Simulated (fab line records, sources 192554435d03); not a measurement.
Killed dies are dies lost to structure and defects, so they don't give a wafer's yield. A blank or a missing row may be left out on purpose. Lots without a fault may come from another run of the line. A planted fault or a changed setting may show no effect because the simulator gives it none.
One fault seen from 3 desks | flow n5_finfet | each desk has only its own numbers; what lay behind them comes last

THE DEFECT DESK
What the inspections along the route counted, lot by lot: means of the sampled wafers that have a number. A lot is out of limits, marked OUT, if its mean lies more than 4 standard deviations from the usual mean; the brackets give that distance.
Columns: A = raw_defect_count at N5_START_INSPECT_01, usual 5.1
lot  | first seen here | A
L682 | day 1 12:02     | 5.0
L686 | day 2 12:02     | 4.0
L687 | day 2 18:02     | 7.0
L688 | day 3 00:02     | 3.7
L689 | day 3 06:02     | 4.3
L692 | day 4 00:02     | 5.0
L703 | day 6 18:02     | 6.0
L704 | day 7 00:02     | 4.7
L705 | day 7 06:02     | 3.0
This desk's finding: nothing out of limits on any of the 9 lots.

THE TOOL OWNER'S DESK: implanter-01
The tool's own readings at N5_WELL_APT_IMPLANT_32: means of the sampled wafers that have a number, for each lot that ran on this tool. A lot is out of limits, marked OUT, if its mean lies more than 4 standard deviations from the usual mean; the brackets give that distance.
Columns: A = dose_ions_cm2 at N5_WELL_APT_IMPLANT_32, usual 1.9999e+13; B = faraday_current_uA at N5_WELL_APT_IMPLANT_32, usual 254
lot  | first seen here | A                            | B
L682 | day 1 15:20     | 1.9992e+13                   | 257
L686 | day 2 15:11     | 2.0003e+13                   | 258
L687 | day 2 22:08     | 1.9977e+13                   | 254
L688 | day 3 03:55     | 2.0093e+12 (-99 or more) OUT | 26 (-52) OUT
L692 | day 4 03:51     | 2.0007e+12 (-99 or more) OUT | 26 (-52) OUT
L704 | day 7 03:30     | 1.9994e+13                   | 253
This desk's finding: out of limits on L688, L692; first on L688, day 3 03:55 (dose_ions_cm2 at N5_WELL_APT_IMPLANT_32). In limits: L682, L686, L687, L704.

THE METROLOGY DESK
What the gauges read, lot by lot, whatever tool the lot ran on: means of the sampled wafers that have a number. A lot is out of limits, marked OUT, if its mean lies more than 4 standard deviations from the usual mean; the brackets give that distance. Of its 14 readings 7 are shown: the one that was out of limits first, and those that lie furthest out on some lot.
Columns: A = CJ_N at N5_BEOL_M4_RC_MEAS_101, usual 4.33; B = DIBL_N at N5_BEOL_M4_RC_MEAS_101, usual 36.4 mV/V; C = IOFF_N at N5_BEOL_M4_RC_MEAS_101, usual 0.155 nA/um; D = IOFF_N_85C at N5_BEOL_M4_RC_MEAS_101, usual 3.0 nA/um; E = IOFF_N_LIN at N5_BEOL_M4_RC_MEAS_101, usual 0.072 nA/um; F = RS_PWELL at N5_BEOL_M4_RC_MEAS_101, usual 3008 ohm/sq; G = SS_N at N5_BEOL_M4_RC_MEAS_101, usual 71.5 mV/dec
lot  | first seen here | A              | B              | C               | D              | E                | F               | G
L682 | day 7 23:52     | 4.22           | 35.6           | 0.138           | 2.8            | 0.067            | 3007            | 71.4
L686 | day 8 18:59     | 4.29           | 35.6           | 0.140           | 2.8            | 0.067            | 2976            | 71.0
L687 | day 8 22:37     | 4.41           | 34.3           | 0.131           | 2.7            | 0.064            | 3026            | 70.8
L688 | day 9 15:51     | 1.42 (-36) OUT | 52.0 (+10) OUT | 1.136 (+47) OUT | 16.2 (+38) OUT | 0.130 (+7.0) OUT | 3200 (+7.1) OUT | 88.5 (+34) OUT
L689 | day 9 16:14     | 4.28           | 36.8           | 0.167           | 3.2            | 0.078            | 2979            | 71.6
L692 | day 10 14:41    | 1.39 (-36) OUT | 55.2 (+13) OUT | 1.726 (+75) OUT | 23.4 (+58) OUT | 0.157 (+10) OUT  | 3184 (+6.5) OUT | 93.8 (+45) OUT
L704 | day 13 09:25    | 4.23           | 33.9           | 0.141           | 2.8            | 0.067            | 2965            | 71.5
L703 | day 13 15:49    | 4.35           | 39.1           | 0.204           | 3.9            | 0.091            | 3032            | 72.0
L705 | day 13 20:34    | 4.25           | 37.5           | 0.163           | 3.3            | 0.077            | 2996            | 71.6
This desk's finding: out of limits on L688, L692; first on L688, day 9 15:51 (CJ_N at N5_BEOL_M4_RC_MEAS_101). In limits: L682, L686, L687, L689, L704, L703, L705.

PUT TOGETHER
The tool owner's desk could have raised an alarm at day 3 03:55, on L688, L692.
The metrology desk could have raised an alarm at day 9 15:51, on L688, L692.
The defect desk saw nothing out of limits.
The defect desk has L688, L692 on record, within its limits.
Of the lots named, all ran N5_WELL_APT_IMPLANT_32 on implanter-01.

WHAT THE SIMULATOR HAD PUT IN
Process parameter drift: implanter-01, from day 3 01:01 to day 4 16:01, at N5_WELL_APT_IMPLANT_32. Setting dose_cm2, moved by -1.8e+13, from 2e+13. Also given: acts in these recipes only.
Lots struck among those shown: L688, L692.
Hours from the fault's start to each desk's first reading out of limits: the tool owner's desk, 3; the metrology desk, 159.
